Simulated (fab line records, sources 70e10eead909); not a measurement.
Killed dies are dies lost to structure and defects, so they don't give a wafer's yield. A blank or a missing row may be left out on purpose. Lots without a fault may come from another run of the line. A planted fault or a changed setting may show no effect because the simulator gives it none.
A struck lot beside a sound one | flow nand_harc | 15 steps out of a route of 1302
Sound: wafers L251.2, L251.3, L251.5. Struck: wafers L269.1, L269.4, L269.6. The cause comes at the end.
At each step with rows: each side's tool, then ch and its chambers, then its first start. Under that, the readings that differ: sound wafers | struck wafers | difference of the means | sigmas: that difference in standard deviations of wafers without a fault.
alike: readings whose means differ by less than 2 such deviations, and words and numbers that are the same on both sides. not compared: withheld readings, readings that some wafer has no value for, bounds like >300 that may hide the same value, and numbers for which the record gives no deviation and whose values overlap.
The two part at a step that has a row with sigmas, a row that says differs or no value, or rows on one side only. Numbers that don't overlap but have no deviation are shown without sigmas and don't part them. A reading that every wafer of one side lacks parts them only if that side has two wafers or more.

first, 4 steps without rows for these wafers: NHARC_P_GATE_EBR_07; NHARC_P_GATE_EXPOSE_08 (exposes mask P HV); NHARC_P_GATE_PEB_09 (peb time 85 s); NHARC_P_GATE_DEVELOP_10 (time 70 s).
NHARC_P_GATE_CD_MEAS_11: target cd 1640 nm.
  sound on cd_sem-03 ch 0, day 4 18:12; struck on cd_sem-02 ch 0, day 12 05:08
  alike: cd_nm
then, 1 step without rows for these wafers: NHARC_P_GATE_HARDBAKE_12 (time 80 s).
NHARC_P_GATE_DESCUM_13: chemistry O2, time 3 s.
  sound on rie_diel-09 ch 0,1,3, day 4 18:21; struck on rie_diel-05 ch 2,3, day 12 05:18
  reading                | sound                | struck               | difference | sigmas
  throttle_valve_pct (%) | 11.316 11.329 11.320 | 11.308 11.297 11.297 | -0.021     | -2
  alike: drypump_motor_current_A, oes_product_au, rf_vpp_V, showerhead_plenum_p_Torr
  not compared: rf_hours_counter_h
then, 5 steps without rows for these wafers: NHARC_P_GATE_ETCH_14 (etches SiO2 in dHF, target depth 48.8 nm); NHARC_P_GATE_STRIP_15 (strips in SPM, time 780 s); NHARC_P_GATE_PRECLEAN_71 (cleans in SC1); NHARC_P_GATE_SRD_72; NHARC_P_GATE_OXIDE_16 (material SiO2, target thk 3 nm, ox time 392 s).
NHARC_P_GATE_CVD_17: deposits poly-Si, target thk 150 nm, time 900 s.
  sound on lpcvd_poly-04 ch 0, day 5 07:18; struck on lpcvd_poly-02 ch 0, day 12 15:21
  reading                | sound                | struck               | difference | sigmas
  spike_tc_bottom_C (C)  | 641.8 638.5 640.6    | 655.2 656.0 655.3    | +15.2      | +10
  spike_tc_centre_C (C)  | 621.4 623.0 619.4    | 631.6 632.7 632.9    | +11.1      | +8
  spike_tc_lower_C (C)   | 619.7 617.7 616.3    | 635.9 635.2 634.2    | +17.2      | +11
  spike_tc_upper_C (C)   | 618.2 618.4 619.1    | 631.7 630.2 632.0    | +12.7      | +11
  tube_center_temp_C (C) | 619.99 620.17 619.88 | 633.56 633.61 633.55 | +13.56     | +99 or more
NHARC_P_GATE_HM_DEP_102: deposits aC, target thk 120 nm.
  sound on acl_dep-02 ch 0, day 5 10:18; struck on acl_dep-01 ch 0, day 12 19:44
  alike: throttle_valve_pct
NHARC_END_SORT_01:
  the record has rows for the sound wafers here (prober-01 ch 0, day 24 21:37) and none for the struck ones

WHERE THEY PART
First at NHARC_P_GATE_DESCUM_13; last, within this record, at NHARC_END_SORT_01.

WHY: what the simulator had put in
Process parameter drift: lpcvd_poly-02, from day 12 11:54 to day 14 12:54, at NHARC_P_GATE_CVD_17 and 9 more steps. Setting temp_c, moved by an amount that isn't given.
